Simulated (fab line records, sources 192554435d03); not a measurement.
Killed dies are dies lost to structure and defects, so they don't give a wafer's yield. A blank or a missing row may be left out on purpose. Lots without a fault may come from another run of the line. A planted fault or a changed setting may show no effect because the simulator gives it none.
A struck lot beside a sound one | flow n5_finfet | 21 steps out of a route of 1938
Sound: wafers L946.1, L946.5, L946.6. Struck: wafers L944.2, L944.3, L944.5. The cause comes at the end.
At each step with rows: each side's tool, then ch and its chambers, then its first start. Under that, the readings that differ: sound wafers | struck wafers | difference of the means | sigmas: that difference in standard deviations of wafers without a fault.
alike: readings whose means differ by less than 2 such deviations, and words and numbers that are the same on both sides. not compared: withheld readings, readings that some wafer has no value for, bounds like >300 that may hide the same value, and numbers for which the record gives no deviation and whose values overlap.
The two part at a step that has a row with sigmas, a row that says differs or no value, or rows on one side only. Numbers that don't overlap but have no deviation are shown without sigmas and don't part them. A reading that every wafer of one side lacks parts them only if that side has two wafers or more.

first, 8 steps without rows for these wafers: N5_BEOL_M12_SPUTTER_45 (material Cu, target thk 80 nm, time 13.33 s); N5_BEOL_M12_ECD_47 (material Cu, target thk 720 nm); N5_BEOL_M12_ANNEAL_48 (time 90 s); N5_BEOL_M12_CMP_49 (polishes, stops on SiOC, t overpolish 20.6 s, target thk 320 nm); N5_BEOL_M12_PRE_CLEAN_52 (time 15 s); N5_BEOL_M12_DEP_53 (deposits SiCN from 3MS/NH3, target thk 30 nm, time 10.5 s); N5_BEOL_M13_ILD_DEP_00 (deposits SiOC from DEMS/O2, target thk 837.92 nm, time 166.4 s); N5_BEOL_M13_COAT_58 (time 60 s, resist thk 89 nm).
N5_BEOL_M13_COAT_04: resist thk 400 nm.
  sound on litho_track-05 ch 0, day 12 13:35; struck on litho_track-05 ch 0, day 12 16:28
  reading                                    | sound                | struck               | difference | sigmas
  spin_speed_rpm (rpm)                       | 1626.0 1625.5 1625.6 | 1916.6 1918.1 1918.9 | +292.2     | +99 or more
  model.coat_of_BEOL_M13_COAT_04.thk_nm (nm) | 399.4 400 399.2      | 367.6 367.2 367.4    | -32.1      |
  alike: dispense_pressure_kPa
then, 8 steps without rows for these wafers: N5_BEOL_M13_EBR_06; N5_BEOL_M13_SOFTBAKE_05 (time 60 s); N5_BEOL_M13_EXPOSE_07 (exposes mask V12); N5_BEOL_M13_PEB_08 (peb time 90 s); N5_BEOL_M13_DEVELOP_09 (develop time 45 s); N5_BEOL_M13_HARDBAKE_14 (time 120 s); N5_BEOL_M13_DESCUM_15 (chemistry O2, time 7.9 s); N5_BEOL_M13_ETCH_59 (etches BARC in N2/H2, target depth 89 nm, overetch 26.7 nm, time 67.9 s).
N5_BEOL_M13_VIA_ETCH_16: etches SiOC in C4F8/O2/Ar, target depth 921.7 nm.
  sound on rie_diel-05 ch 0,1,2, day 12 14:02; struck on rie_diel-01 ch 1,2, day 12 16:55
  reading                                    | sound          | struck         | difference | sigmas
  oes_product_au (a.u.)                      | 0.62 0.65 0.66 | 0.83 0.81 0.81 | +0.17      | +2
  model.coat_of_BEOL_M13_COAT_04.thk_nm (nm) | 77.6 70 68.4   | 36.6 39.6 36.2 | -34.5      |
  alike: drypump_motor_current_A, he_inner_torr, mfc_ar_sccm, rf_vpp_V, showerhead_plenum_p_Torr, throttle_valve_pct
N5_BEOL_M13_STRIP_63: strips in N2/H2.
  sound on plasma_asher-02 ch 0,1, day 12 14:16; struck on plasma_asher-01 ch 0,1, day 12 17:09
  reading                      | sound             | struck            | difference | sigmas
  oes_product_au (a.u.)        | 0.679 0.676 0.668 | 0.648 0.653 0.642 | -0.027     | -6
  strip_time_to_endpoint_s (s) | 29.8 27.7 27.2    | 17.3 18.3 17.2    | -10.6      | -11
  alike: drypump_motor_current_A, heater_power_w
  not compared: rf_hours_counter_h
then, 1 step without rows for these wafers: N5_BEOL_M13_STRIP_64 (strips in N2/H2).
N5_PASSIVATION_PROBE_49:
  the record has rows for the sound wafers here (prober-02, day 13 21:02) and none for the struck ones

WHERE THEY PART
First at N5_BEOL_M13_COAT_04; last, within this record, at N5_PASSIVATION_PROBE_49.

WHY: what the simulator had put in
Process parameter drift: litho_track-05, from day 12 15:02 on, at N5_BEOL_M13_COAT_04. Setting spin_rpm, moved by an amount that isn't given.
